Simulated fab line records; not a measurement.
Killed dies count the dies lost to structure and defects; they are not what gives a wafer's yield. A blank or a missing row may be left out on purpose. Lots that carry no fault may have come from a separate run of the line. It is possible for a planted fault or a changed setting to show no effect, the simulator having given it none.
Matching of chambers / flow n5Finfet / N5_BEOL_M6_STRIP_67 on rieDiel-05: 4 sister chambers
The step strips in CF4. 4 wafers are shown with their chamber, then 11 later ones without.

## EACH WAFER AND ITS CHAMBER
wafer=L082.4; chamber=3; drypumpMotorCurrentA (A)=4.9
wafer=L086.3; chamber=2; drypumpMotorCurrentA (A)=6.6
wafer=L086.5; chamber=0; drypumpMotorCurrentA (A)=6.0
wafer=L090.2; chamber=1; drypumpMotorCurrentA (A)=6.4

## WAFERS WHOSE CHAMBER IS MISSING
wafer=L090.3; drypumpMotorCurrentA (A)=4.9
wafer=L090.5; drypumpMotorCurrentA (A)=6.4
wafer=L088.1; drypumpMotorCurrentA (A)=4.9
wafer=L088.3; drypumpMotorCurrentA (A)=6.3
wafer=L088.4; drypumpMotorCurrentA (A)=6.6
wafer=L094.1; drypumpMotorCurrentA (A)=6.4
wafer=L094.5; drypumpMotorCurrentA (A)=6.3
wafer=L094.6; drypumpMotorCurrentA (A)=6.0
wafer=L097.3; drypumpMotorCurrentA (A)=6.4
wafer=L097.5; drypumpMotorCurrentA (A)=4.9
wafer=L097.6; drypumpMotorCurrentA (A)=6.0

## THE CHAMBER EACH PASSED THROUGH
wafer=L090.3; from the rows above=3; in truth=3
wafer=L090.5; from the rows above=1; in truth=1
wafer=L088.1; from the rows above=3; in truth=3
wafer=L088.3; from the rows above=1; in truth=1
wafer=L088.4; from the rows above=2; in truth=2
wafer=L094.1; from the rows above=1; in truth=1
wafer=L094.5; from the rows above=1; in truth=1
wafer=L094.6; from the rows above=0; in truth=0
wafer=L097.3; from the rows above=1; in truth=1
wafer=L097.5; from the rows above=3; in truth=3
wafer=L097.6; from the rows above=0; in truth=0
Correctly placed: 11 of 11. From these rows, 0 cannot be placed. Placed wrongly: 0.
How it was worked out, from the rows above alone: a wafer's distance from a chamber is the root of the sum, over the readings, of the square of ((its reading less the chamber's mean) divided by the reading's scatter). If the next closest chamber is less than 2 further off than the closest, the wafer can't be placed; otherwise it belongs to the closest. A chamber's mean is the mean of its shown wafers. The scatter (one wafer shown for each chamber): square how far every hidden wafer sits from the nearest shown wafer, average those squares and take the square root.
